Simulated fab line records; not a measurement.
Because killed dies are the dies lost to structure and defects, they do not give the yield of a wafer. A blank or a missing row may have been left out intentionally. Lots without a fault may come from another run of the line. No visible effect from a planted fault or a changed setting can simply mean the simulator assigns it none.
Split-lot trial -- flow n5Finfet -- route with 1938 steps; 7 lots, 21 wafers read

== THE SPLIT ITSELF ==
At N5_ZERO_LAYER_EXPOSE_08 (exposes mask ZERO, defocus 0 nm, target cd 2000 nm), the setting doseMj was moved away from the recipe's 16.2 on 6 of the 21 wafers read, by -4.9% to +5.6%. This setting was run at the recipe's value on the other wafers.

== FROM THE SPLIT TO THE READING: what the file shows between them, 2 steps ==
- N5_ZERO_LAYER_DEVELOP_10: develop time 60 s (also split here: developTimeS)
- N5_ZERO_LAYER_HARDBAKE_23: time 120 s

== THE READING ==
Shown in nm: cdNm at N5_ZERO_LAYER_CD_MEAS_11, with target cd 2000 nm. On this fab line, fault-free wafers typically give 2000.4 nm with a standard deviation of 2 nm.

wafer,"tool, chamber at the split",doseMj as run,against the recipe,"cdNm, nm",against lot-mates on the recipe
L085.1,"krfScanner-02, 0",16.2,recipe,1996.7,-
L085.2,"krfScanner-02, 0",16.2,recipe,2003.5,-
L085.3,"krfScanner-02, 0",16.2,recipe,1998.6,-
L086.1,"krfScanner-01, 0",16.2,recipe,1999.4,-
L086.2,"krfScanner-01, 0",16.2,recipe,1999.6,-
L086.4,"krfScanner-01, 0",16.2,recipe,2000.0,-
L088.3,"krfScanner-01, 0",16.2,recipe,2002.9,-
L088.4,"krfScanner-01, 0",16.2,recipe,1999.7,-
L088.6,"krfScanner-01, 0",16.2,recipe,1999.7,-
L089.1,"krfScanner-01, 0",16.2,recipe,2000.7,-
L089.4,"krfScanner-01, 0",15.4,-4.9%,1988.5,-12.2
L089.6,"krfScanner-01, 0",15.4,-4.9%,1990.4,-10.3
L090.1,"krfScanner-01, 0",16.54,+2.1%,2001.9,no lot-mate on the recipe
L090.4,"krfScanner-01, 0",16.54,+2.1%,2005.0,no lot-mate on the recipe
L090.6,"krfScanner-01, 0",16.54,+2.1%,2006.4,no lot-mate on the recipe
L091.2,"krfScanner-01, 0",17.1,+5.6%,2014.0,+11.8
L091.3,"krfScanner-01, 0",16.2,recipe,2001.0,-
L091.5,"krfScanner-01, 0",16.2,recipe,2003.4,-
L096.4,"krfScanner-02, 0",16.2,recipe,2002.2,-
L096.5,"krfScanner-02, 0",16.2,recipe,2000.5,-
L096.6,"krfScanner-02, 0",16.2,recipe,1998.0,-

THE FIT
A straight line over all 21 wafers: cdNm changes by +2.25 nm for each +1% of doseMj; r = +0.93; the points scatter about the line by 1.9 nm.
The same after taking each lot's own level away (the mean of its wafers on the recipe; 18 wafers): +2.21 nm for each +1%; r = +0.95; scatter 1.7 nm.
According to that fit, moving doseMj by its largest amount changes the reading by 12 nm.
The span of the lots' own levels, 1999.60 to 2002.20 nm, comes to 1.3 times the standard deviation stated above.
So the lot-to-lot level changes the slope little: the two slopes agree.
Check: with one of the wafers moved furthest among these (+5.6%) left out of the fit, the line predicts +12.7 nm for it against its lot-mates. It came out at +11.8 nm against them.

== ADDITIONAL SPLITS CARRIED BY THESE WAFERS ==
These wafers also went through other splits before the reading. Each is held against what the fit with the lots' levels taken away leaves over:
other split on the same wafers,wafers away from the commonest value,r with cdNm (lot level and that fit taken away)
N5_ZERO_LAYER_DEVELOP_10 developTimeS,8,+0.50

== FILE'S OWN FIT ==
cdNm changes by +2.2 nm for each +1% of doseMj, r = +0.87.
